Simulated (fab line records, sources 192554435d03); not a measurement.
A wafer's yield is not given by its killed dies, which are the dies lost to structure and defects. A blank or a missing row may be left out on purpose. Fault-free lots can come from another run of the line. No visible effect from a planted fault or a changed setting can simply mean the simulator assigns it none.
Matching of chambers	flow n5_finfet	N5_GATE_CUT_ETCH_19 on rie_diel-04: 4 sister chambers
The step etches SiNx in CH3F/O2, target depth 53.7 nm, time 76.7 s. 4 wafers are shown with their chamber, then 10 later ones without.

== WAFERS, EACH WITH ITS CHAMBER ==
wafer	chamber	drypump_motor_current_A (A)
L082.5	3	5.7
L084.2	2	5.6
L086.3	1	5.9
L086.5	0	5.1

== WAFERS MISSING THEIR CHAMBER ==
wafer	drypump_motor_current_A (A)
L086.6	5.9
L087.3	5.7
L087.4	5.9
L087.5	5.1
L093.1	5.8
L093.2	5.1
L093.5	5.1
L094.1	5.9
L094.2	5.6
L094.4	5.7

== CHAMBER TAKEN BY EACH ==
wafer	from the rows above	in truth
L086.6	1	1
L087.3	3	3
L087.4	1	1
L087.5	0	0
L093.1	can't be placed: 3 or 1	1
L093.2	0	0
L093.5	0	0
L094.1	1	1
L094.2	2	2
L094.4	3	3
Correct placement for 9 of the 10. Can't be placed from these rows: 1 (the true chamber is among the candidates in 1). Number placed wrongly: 0.
How it was worked out, from the rows above alone: a wafer's distance from a chamber is the root of the sum, over the readings, of the square of ((its reading less the chamber's mean) divided by the reading's scatter). The wafer belongs to the nearest chamber; if the next one is less than 2 further off, it can't be placed. For every chamber, the mean is computed from those of its wafers that are shown. The scatter: with one shown wafer a chamber, the root of the mean of the squares of how far each hidden wafer lies from its nearest shown one.
